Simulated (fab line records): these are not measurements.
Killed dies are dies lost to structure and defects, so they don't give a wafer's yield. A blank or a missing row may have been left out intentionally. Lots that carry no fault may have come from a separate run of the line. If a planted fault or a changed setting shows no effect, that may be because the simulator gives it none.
Split-lot study    flow n5-finfet    21 wafers read across 7 lots, on a route 1938 steps long

ON THE SPLIT
At N5_BEOL_M11_TRENCH_ETCH_37 (etches SiCOH lowk in C4F6/O2, target depth 148.83 nm, time 48 s), the setting time-s was moved away from the recipe's 48 s on 8 of the 21 wafers read, by -17.9% to +20.8%. This setting was run at the recipe's value on the other wafers.

FROM THE SPLIT TO THE READING: what the file shows between them, 12 steps
- N5_BEOL_M11_ETCH_41: etches SiCN in CH3F/O2, target depth 42.6 nm, time 86 s
- N5_BEOL_M11_STRIP_77: strips in N2/H2, time 10 s
- N5_BEOL_M11_OCD_MEAS_38
- N5_BEOL_M11_ALD_74: deposits TaN, target thk 2 nm, pulse time 2 s, purge time 3 s (also split here: ald-cycles)
- N5_BEOL_M11_SURFACE_TREAT_76
- N5_BEOL_M11_CVD_75: deposits Co from CCTBA/H2, target thk 2 nm, time 138.9 s
- N5_BEOL_M11_ECD_50: material Cu, target thk 318 nm
- N5_BEOL_M11_ANNEAL_51: time 90 s
- N5_BEOL_M11_CMP_52: polishes, stops on SiCOH lowk, t overpolish 7 s, target thk 140 nm
- N5_BEOL_M11_THK_MEAS_53: measures by xrf
- N5_BEOL_M11_PRE_CLEAN_55: time 15 s
- N5_BEOL_M11_DEP_56: deposits SiCN from 3MS/NH3, target thk 30 nm, time 10.5 s

THE READING
M11_RS in ohm/sq, measured at N5_BEOL_M11_RS_MEAS_57 by four-point-probe. Fault-free wafers of this fab line usually give 0.151 ohm/sq, standard deviation 0.0031 ohm/sq.

wafer   tool, chamber at the split  time-s as run, s  against the recipe  M11_RS, ohm/sq  against lot-mates on the recipe
L075.1  rie-diel-01, 1              48                recipe              0.148           -
L075.4  rie-diel-01, 3              48                recipe              0.144           -
L075.5  rie-diel-01, 2              48                recipe              0.149           -
L077.4  rie-diel-03, 2              48                recipe              0.156           -
L077.5  rie-diel-03, 3              48                recipe              0.152           -
L077.6  rie-diel-03, 0              48                recipe              0.150           -
L079.1  rie-diel-01, 3              39.4              -17.9%              0.193           +0.040
L079.4  rie-diel-01, 0              39.4              -17.9%              0.192           +0.039
L079.6  rie-diel-01, 0              48                recipe              0.153           -
L082.3  rie-diel-01, 2              48                recipe              0.150           -
L082.4  rie-diel-01, 3              58                +20.8%              0.122           -0.028
L082.5  rie-diel-01, 0              58                +20.8%              0.121           -0.029
L085.3  rie-diel-03, 3              48                recipe              0.156           -
L085.5  rie-diel-03, 2              42.06             -12.4%              0.184           +0.028
L085.6  rie-diel-03, 3              48                recipe              0.156           -
L086.2  rie-diel-03, 1              48                recipe              0.152           -
L086.4  rie-diel-03, 0              53.03             +10.5%              0.135           -0.017
L086.6  rie-diel-03, 2              53.03             +10.5%              0.139           -0.013
L092.3  rie-diel-06, 0              50.84             +5.9%               0.141           -0.012
L092.4  rie-diel-06, 0              48                recipe              0.154           -
L092.5  rie-diel-06, 3              48                recipe              0.151           -

FIT RESULTS
A straight line over all 21 wafers: M11_RS changes by -0.00185 ohm/sq for each +1% of time-s; r = -0.97; the points scatter about the line by 0.0047 ohm/sq.
The same after taking each lot's own level away (the mean of its wafers on the recipe; 21 wafers): -0.00176 ohm/sq for each +1%; r = -0.98; scatter 0.0038 ohm/sq.
According to that fit, moving time-s by its largest amount changes the reading by 0.037 ohm/sq.
Across the lots, their own levels run from 0.1470 to 0.1560 ohm/sq, a range of 2.9 times the standard deviation given above.
Consequently the slope shifts little with the lot-to-lot level, the two slopes agreeing.
Check: with one of the wafers moved furthest among these (+20.8%) left out of the fit, the line predicts -0.0368 ohm/sq for it against its lot-mates. It came out at -0.028 ohm/sq against them.

THESE WAFERS: OTHER SPLITS
Before the reading, these wafers also passed through other splits. Each is held against what the fit with the lots' levels taken away leaves over:
other split on the same wafers     wafers away from the commonest value  r with M11_RS (lot level and that fit taken away)
N5_BEOL_M10_VIA_ETCH_34 time-s     10                                    +0.24
N5_BEOL_M10_TRENCH_ETCH_37 time-s  5                                     +0.27
N5_BEOL_M11_ALD_74 ald-cycles      5                                     -0.13

THE WHOLE CHAIN: every reading that the file lists as answering this split, in the file's order
step                        what it does                                                        reading                                                                            change (the file's fit)                 r (the file's)
N5_BEOL_M11_TRENCH_ETCH_37  etches SiCOH lowk in C4F6/O2, target depth 148.83 nm, time 48 s     etch.depth-nm (the simulator's own value, which no gauge read)                     +1.46 nm for each +1% of the setting    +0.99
N5_BEOL_M11_TRENCH_ETCH_37  etches SiCOH lowk in C4F6/O2, target depth 148.83 nm, time 48 s     BEOL_M11.feature-depth-nm (the simulator's own value, which no gauge read)         +1.46 nm for each +1% of the setting    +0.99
N5_BEOL_M11_TRENCH_ETCH_37  etches SiCOH lowk in C4F6/O2, target depth 148.83 nm, time 48 s     TiN_of_BEOL_M11_HM_DEP_02.thk-nm (the simulator's own value, which no gauge read)  -0.0385 nm for each +1% of the setting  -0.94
N5_BEOL_M11_OCD_MEAS_38                                                                         trench-depth-nm                                                                    +1.46 nm for each +1% of the setting    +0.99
N5_BEOL_M11_CMP_52          polishes, stops on SiCOH lowk, t overpolish 7 s, target thk 140 nm  Cu_of_BEOL_M11_ECD_50.thk-nm (the simulator's own value, which no gauge read)      +1.46 nm for each +1% of the setting    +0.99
N5_BEOL_M11_THK_MEAS_53     measures by xrf                                                     M11_THK                                                                            +1.47 for each +1% of the setting       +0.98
N5_BEOL_M11_RS_MEAS_57      measures by four-point-probe                                        M11_RS                                                                             -0.00179 for each +1% of the setting    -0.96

THE FILE'S OWN FIT
M11_RS changes by -0.00179 ohm/sq for each +1% of time-s, r = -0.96.
